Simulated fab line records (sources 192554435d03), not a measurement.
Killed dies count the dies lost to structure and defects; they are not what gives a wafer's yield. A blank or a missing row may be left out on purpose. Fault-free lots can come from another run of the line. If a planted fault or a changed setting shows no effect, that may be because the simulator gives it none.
fab line records    flow n5Finfet    part 2 of 2: steps 4 to 6 of 6
record lots=23  wafers=69  lastDay=17
route steps=1938 shown GATE_CUT@491 MOL_CONTACT_COAG@527
lots untouched by any fault: they come from a run of this same line in which no faults occurred
startH: hours from the record's first day to the start of the lot's first wafer shown    waitH: time in hours since the lot's previous step    " as in the row above    L1.1+2: a row that stands for several wafers    - value missing, or start not given    * or withheld: withheld    < > ~ a bound
route shown NAME@n: a module of which the file shows steps, and the number in the route of the first    usual: average and standard deviation across the fault-free wafers    same: alike in all rows    chamber/n: place in a boat    sites: the reading at each site    _std_site: the values' standard deviation    _edge_site: mean of outer sites minus mean of inner sites    radiusMm: for every site, how far away it sits from the centre of the wafer    mask NAME#n: copy n    behind: the tool/chamber that last shaped the wafer    hold: the reason the lot was held/the length of the hold in hours/how it ended    device: whichever transistor did not switch (one of n, p or np)    end of line: at the end of the route, the tests of the same wafers    where a step has no rows: the recipe by itself    killed: at the first sort, the dies lost to defects and structure; wafer yield is something else    map: a wafer's dies, marking killed ones x, the rest . and places with no die _
set.NAME: the run value of the setting; set.NAME@STEP: its run value at that earlier step    model.NAME: the simulator's own value behind a step, which no gauge read
one table for each step of the route and one row for each wafer, over a sample of lots
services: when a tool's chamber went out of use (startH, in hours from the record's first day, below 0 if earlier), for how many hours, and the reason
## steps
# step N5_MOL_CONTACT_COAG_ETCH_59
# recipe chemistry=N2/H2  target=underlayer  targetDepthA=130  maskMaterial=CAR-EUV  timeS=10.4  ionEnergyEv=200  pressureMtorr=30  sourceW=840  biasW=150  n2FlowSccm=200  h2FlowSccm=200  ends=cleared
# usual drypumpMotorCurrentA=5.6/0.48  etchRfOnTimeS=10.4/0.36  h2FlowSccm=200.0/0.65  oesProductAu=0.70/0.096  rfVppV=523.9/1.9  showerheadPlenumPTorr=2.55/0.073  throttleValvePct=17.91/0.22
lot.wafer  tool        chamber  startH  waitH  drypumpMotorCurrentA  etchRfOnTimeS  h2FlowSccm  oesProductAu  rfHoursCounterH  rfVppV  showerheadPlenumPTorr  throttleValvePct
L075.2     rieDiel-03  2        94.17   0.0    5.8                   10.4           201.0       0.85          2                526.5   2.63                   17.88
L075.5     "           2        "       "      5.8                   10.3           199.3       0.85          -                524.3   2.63                   17.89
L075.6     "           1        "       "      5.9                   10.6           201.3       0.58          -                524.0   2.49                   18.11
L076.3     rieDiel-06  1        99.80   0.0    5.9                   11.0           200.4       0.58          200              523.6   2.49                   17.97
L076.4     "           0        "       "      5.2                   10.1           200.2       0.82          10               526.2   2.61                   17.61
L076.6     "           1        "       "      5.9                   11.0           199.6       0.58          -                522.2   2.49                   17.97
L077.2     rieDiel-05  0        110.64  0.0    5.9                   10.1           198.5       0.79          20               523.2   2.47                   17.63
L077.4     "           2        "       "      4.8                   9.9            200.1       0.65          139              520.6   2.42                   17.88
L077.6     "           2        "       "      4.8                   9.9            201.1       0.66          -                522.1   2.42                   17.89
L074.1     rieDiel-06  0        111.86  0.0    5.2                   10.2           200.2       0.81          11               524.6   2.61                   17.61
L074.3     "           3        "       "      4.8                   10.8           199.3       0.60          183              525.6   2.63                   18.00
L074.5     "           0        "       "      5.2                   10.2           199.6       0.81          -                526.4   2.61                   17.62
L078.4     rieDiel-06  3        114.68  0.0    4.8                   10.9           200.3       0.60          184              527.9   2.63                   18.01
L078.5     "           3        "       "      4.8                   10.8           199.5       0.59          -                527.6   2.63                   18.01
L078.6     "           0        "       "      5.3                   10.2           200.0       0.80          -                525.6   2.61                   17.59
L079.1     rieDiel-03  3        117.90  0.0    5.5                   10.5           200.4       0.60          214              525.7   2.65                   18.35
L079.3     "           3        "       "      5.5                   10.6           200.1       0.61          -                526.1   2.65                   18.34
L079.5     "           3        "       "      5.5                   10.6           201.6       0.61          -                526.2   2.65                   18.31
L080.2     rieDiel-05  1        125.07  0.0    5.1                   10.6           199.6       0.76          13               525.8   2.60                   17.61
L080.3     "           2        "       "      4.8                   10.2           199.9       0.65          145              520.8   2.42                   17.89
L080.6     "           1        "       "      5.1                   10.5           199.8       0.76          -                526.0   2.60                   17.60
L081.1     rieDiel-05  1        131.57  0.0    5.1                   10.6           199.4       0.76          16               526.3   2.59                   17.61
L081.4     "           2        "       "      4.8                   10.0           199.2       0.65          148              520.5   2.42                   17.90
L081.5     "           2        "       "      4.8                   9.9            199.3       0.65          -                520.3   2.42                   17.89
L082.2     rieDiel-03  0        142.49  0.0    6.3                   10.9           199.8       0.57          246              522.3   2.51                   18.22
L082.4     "           3        "       "      5.5                   10.6           199.8       0.60          -                524.5   2.64                   18.37
L082.5     "           0        "       "      6.3                   10.9           200.2       0.58          -                520.8   2.51                   18.21
L083.1     rieDiel-03  0        148.74  0.0    6.3                   11.1           199.5       0.56          250              523.3   2.51                   18.21
L083.3     "           2        "       "      5.8                   10.1           199.7       0.80          28               526.2   2.61                   17.92
L083.4     "           3        "       "      5.5                   10.7           200.3       0.60          230              524.7   2.64                   18.36
L084.1     rieDiel-03  2        152.81  0.0    5.8                   10.2           200.5       0.79          29               523.6   2.61                   17.91
L084.2     "           3        "       "      5.5                   10.7           199.4       0.60          232              526.6   2.64                   18.37
L084.4     "           2        "       "      5.8                   10.0           200.4       0.79          -                524.9   2.61                   17.92
L085.2     rieDiel-06  3        158.61  0.0    4.8                   10.6           199.6       0.59          199              528.2   2.63                   18.04
L085.3     "           0        "       "      5.2                   10.1           199.6       0.79          25               525.9   2.61                   17.63
L085.6     "           0        "       "      5.3                   10.0           199.7       0.78          -                525.2   2.61                   17.64
L086.2     rieDiel-06  1        167.14  0.0    5.9                   11.2           199.9       0.57          226              523.2   2.48                   18.01
L086.4     "           2        "       "      4.7                   10.4           199.0       0.57          250              521.2   2.49                   18.10
L086.5     "           3        "       "      4.8                   10.7           199.3       0.59          -                526.5   2.63                   18.05
L087.1     rieDiel-03  1        172.25  0.0    5.9                   10.2           199.7       0.80          10               523.9   2.48                   17.65
L087.5     "           2        "       "      5.8                   10.0           199.6       0.78          -                525.6   2.61                   17.93
L087.6     "           1        "       "      5.9                   10.2           199.9       0.79          -                522.1   2.48                   17.65
L088.4     rieDiel-05  2        175.92  0.0    4.8                   10.1           201.1       0.63          166              520.2   2.41                   17.92
L088.5     "           2        "       "      4.9                   10.0           201.2       0.63          -                520.4   2.41                   17.92
L088.6     "           1        "       "      5.1                   10.4           200.1       0.73          -                524.7   2.59                   17.66
L089.2     rieDiel-03  1        179.11  0.0    5.9                   10.3           200.5       0.79          14               522.3   2.48                   17.65
L089.5     "           2        "       "      5.8                   10.1           199.7       0.78          -                525.6   2.61                   17.94
L089.6     "           1        "       "      5.9                   10.3           199.5       0.79          -                522.1   2.48                   17.66
L091.2     rieDiel-05  0        192.70  0.0    5.9                   10.3           199.7       0.73          48               524.0   2.46                   17.70
L091.5     "           2        "       "      4.8                   10.2           200.1       0.63          -                522.3   2.41                   17.96
L091.6     "           3        "       "      6.1                   11.3           199.2       0.58          -                522.6   2.53                   18.16
L092.2     rieDiel-06  0        195.68  0.0    5.3                   10.0           200.8       0.75          42               525.0   2.60                   17.66
L092.4     "           2        "       "      4.7                   10.3           199.7       0.82          2                522.8   2.48                   17.66
L092.5     "           0        "       "      5.3                   10.0           201.5       0.76          -                524.1   2.60                   17.67
L093.2     rieDiel-05  0        202.64  0.0    5.9                   10.2           200.4       0.74          51               522.8   2.46                   17.68
L093.3     "           3        "       "      6.1                   11.1           200.4       0.58          206              520.8   2.53                   18.18
L093.6     "           0        "       "      5.9                   10.3           199.7       0.73          -                521.9   2.46                   17.70
L094.2     rieDiel-03  2        208.34  0.0    5.8                   10.2           200.7       0.76          51               524.3   2.61                   17.96
L094.3     "           0        "       "      6.3                   10.8           199.7       0.79          12               521.7   2.50                   17.90
L094.5     "           1        "       "      5.9                   10.2           199.3       0.78          -                523.4   2.48                   17.68
L095.2     rieDiel-03  1        215.38  0.0    5.9                   10.2           200.2       0.76          27               521.6   2.47                   17.71
L095.4     "           1        "       "      5.9                   10.3           200.1       0.77          -                520.2   2.47                   17.69
L095.5     "           0        "       "      6.3                   10.8           199.5       0.79          -                522.0   2.50                   17.90
L096.1     rieDiel-03  2        219.49  0.0    5.8                   10.1           199.4       0.75          56               524.3   2.60                   17.98
L096.4     "           1        "       "      5.9                   10.2           200.8       0.77          -                521.1   2.47                   17.70
L096.6     "           1        "       "      5.9                   10.2           200.6       0.76          -                521.8   2.47                   17.70
L097.3     rieDiel-03  2        226.99  0.0    5.8                   10.2           201.0       0.75          60               523.9   2.60                   17.97
L097.4     "           0        "       "      6.3                   10.7           199.6       0.78          17               522.9   2.50                   17.91
L097.6     "           2        "       "      5.8                   10.1           200.7       0.76          -                524.2   2.60                   17.98
# step N5_MOL_CONTACT_COAG_PRE_CLEAN_142
# recipe gas=H2/He  timeS=60  tempC=300
# usual heaterPowerW=461/40
lot.wafer  tool           chamber  startH  waitH  heaterPowerW
L075.2     pvdSputter-03  -        101.48  1.4    483
L075.5     "              -        "       "      477
L075.6     "              -        "       "      378
L076.3     pvdSputter-01  -        104.32  0.9    471
L076.4     "              -        "       "      385
L076.6     "              -        "       "      381
L077.2     pvdSputter-02  -        116.16  2.5    480
L077.4     "              -        "       "      522
L077.6     "              -        "       "      422
L074.1     pvdSputter-02  -        117.54  0.9    430
L074.3     "              -        "       "      445
L074.5     "              -        "       "      422
L078.4     pvdSputter-03  -        119.58  0.9    454
L078.5     "              -        "       "      449
L078.6     "              -        "       "      506
L079.1     pvdSputter-01  -        122.08  1.2    369
L079.3     "              -        "       "      469
L079.5     "              -        "       "      501
L080.2     pvdSputter-01  -        129.85  1.7    471
L080.3     "              -        "       "      491
L080.6     "              -        "       "      463
L081.1     pvdSputter-03  -        135.65  0.8    480
L081.4     "              -        "       "      377
L081.5     "              -        "       "      473
L082.2     pvdSputter-01  -        147.93  1.7    463
L082.4     "              -        "       "      491
L082.5     "              -        "       "      491
L083.1     pvdSputter-03  -        155.69  4.1    496
L083.3     "              -        "       "      482
L083.4     "              -        "       "      471
L084.1     pvdSputter-01  -        158.95  2.3    473
L084.2     "              -        "       "      466
L084.4     "              -        "       "      509
L085.2     pvdSputter-02  -        164.81  1.7    439
L085.3     "              -        "       "      516
L085.6     "              -        "       "      502
L086.2     pvdSputter-02  -        173.17  2.4    443
L086.4     "              -        "       "      474
L086.5     "              -        "       "      480
L087.1     pvdSputter-02  -        177.07  1.4    423
L087.5     "              -        "       "      439
L087.6     "              -        "       "      480
L088.4     pvdSputter-03  -        180.17  1.1    372
L088.5     "              -        "       "      518
L088.6     "              -        "       "      462
L089.2     pvdSputter-01  -        183.42  0.8    494
L089.5     "              -        "       "      377
L089.6     "              -        "       "      473
L091.2     pvdSputter-01  -        197.85  2.0    490
L091.5     "              -        "       "      499
L091.6     "              -        "       "      475
L092.2     pvdSputter-03  -        201.80  1.9    468
L092.4     "              -        "       "      365
L092.5     "              -        "       "      478
L093.2     pvdSputter-03  -        206.90  1.4    477
L093.3     "              -        "       "      469
L093.6     "              -        "       "      373
L094.2     pvdSputter-01  -        213.15  1.7    387
L094.3     "              -        "       "      463
L094.5     "              -        "       "      478
L095.2     pvdSputter-01  -        223.30  2.1    481
L095.4     "              -        "       "      489
L095.5     "              -        "       "      471
L096.1     pvdSputter-03  -        226.37  2.0    492
L096.4     "              -        "       "      464
L096.6     "              -        "       "      461
L097.3     pvdSputter-02  -        234.34  0.6    474
L097.4     "              -        "       "      435
L097.6     "              -        "       "      427
# step N5_MOL_CONTACT_COAG_SPUTTER_130
# recipe material=Co  targetThkA=475  tempC=25  chamberPressurePa=0.5  powerW=3000
# usual throttleValvePct=29.6/0.91
lot.wafer  tool           chamber  startH  waitH  throttleValvePct
L075.2     pvdSputter-03  -        101.54  0.0    30.5
L075.5     "              -        "       "      30.6
L075.6     "              -        "       "      29.1
L076.3     pvdSputter-01  -        104.38  0.0    29.3
L076.4     "              -        "       "      29.9
L076.6     "              -        "       "      29.6
L077.2     pvdSputter-02  -        116.22  0.0    29.5
L077.4     "              -        "       "      30.7
L077.6     "              -        "       "      30.7
L074.1     pvdSputter-02  -        117.60  0.0    31.1
L074.3     "              -        "       "      29.2
L074.5     "              -        "       "      30.9
L078.4     pvdSputter-03  -        119.64  0.0    30.2
L078.5     "              -        "       "      29.7
L078.6     "              -        "       "      30.3
L079.1     pvdSputter-01  -        122.14  0.0    29.7
L079.3     "              -        "       "      29.3
L079.5     "              -        "       "      29.7
L080.2     pvdSputter-01  -        129.91  0.0    27.4
L080.3     "              -        "       "      29.6
L080.6     "              -        "       "      29.0
L081.1     pvdSputter-03  -        135.71  0.0    29.8
L081.4     "              -        "       "      29.0
L081.5     "              -        "       "      29.7
L082.2     pvdSputter-01  -        147.99  0.0    27.6
L082.4     "              -        "       "      29.8
L082.5     "              -        "       "      29.7
L083.1     pvdSputter-03  -        155.75  0.0    30.7
L083.3     "              -        "       "      30.4
L083.4     "              -        "       "      29.5
L084.1     pvdSputter-01  -        159.01  0.0    27.8
L084.2     "              -        "       "      29.2
L084.4     "              -        "       "      29.6
L085.2     pvdSputter-02  -        164.87  0.0    29.0
L085.3     "              -        "       "      30.4
L085.6     "              -        "       "      30.8
L086.2     pvdSputter-02  -        173.23  0.0    29.1
L086.4     "              -        "       "      29.5
L086.5     "              -        "       "      29.4
L087.1     pvdSputter-02  -        177.13  0.0    30.8
L087.5     "              -        "       "      29.1
L087.6     "              -        "       "      29.7
L088.4     pvdSputter-03  -        180.23  0.0    28.9
L088.5     "              -        "       "      30.5
L088.6     "              -        "       "      29.4
L089.2     pvdSputter-01  -        183.48  0.0    29.9
L089.5     "              -        "       "      29.9
L089.6     "              -        "       "      29.0
L091.2     pvdSputter-01  -        197.91  0.0    30.0
L091.5     "              -        "       "      29.8
L091.6     "              -        "       "      27.7
L092.2     pvdSputter-03  -        201.86  0.0    29.6
L092.4     "              -        "       "      29.0
L092.5     "              -        "       "      29.8
L093.2     pvdSputter-03  -        206.96  0.0    29.8
L093.3     "              -        "       "      30.1
L093.6     "              -        "       "      29.0
L094.2     pvdSputter-01  -        213.21  0.0    29.9
L094.3     "              -        "       "      29.4
L094.5     "              -        "       "      27.6
L095.2     pvdSputter-01  -        223.36  0.0    29.3
L095.4     "              -        "       "      29.7
L095.5     "              -        "       "      27.3
L096.1     pvdSputter-03  -        226.43  0.0    30.4
L096.4     "              -        "       "      29.9
L096.6     "              -        "       "      30.2
L097.3     pvdSputter-02  -        234.40  0.0    29.4
L097.4     "              -        "       "      29.0
L097.6     "              -        "       "      30.9
## services
tool           chamber  startH  hours  kind
rieDiel-02     3        75.88   2.6    repair
pvdSputter-02  -        76.77   1.5    repair
rieDiel-03     0        77.63   53.1   repair
rieDiel-03     2        97.15   3.3    repair
rieDiel-06     0        100.78  9.1    repair
rieDiel-04     2        114.20  1.9    repair
rieDiel-06     -        119.48  4.4    repair
rieDiel-06     0        124.63  1.7    repair
rieDiel-03     1        130.75  -      clean
rieDiel-03     1        130.75  -      consumableReplace:focusRing
rieDiel-03     1        130.75  17.5   scheduledDown
rieDiel-03     1        130.75  17.5   ventCycle
rieDiel-04     -        131.63  0.8    repair
rieDiel-04     0        132.51  11.9   repair
rieDiel-03     0        149.30  -      clean
rieDiel-03     0        149.30  -      consumableReplace:focusRing
rieDiel-02     1        156.55  15.9   repair
rieDiel-03     -        158.24  0.4    repair
rieDiel-01     3        165.35  3.0    repair
rieDiel-03     3        168.79  4.2    repair
rieDiel-03     0        218.61  7.7    repair
rieDiel-01     2        220.07  16.1   repair
rieDiel-06     -        223.44  14.6   pm
rieDiel-05     -        229.22  0.1    repair
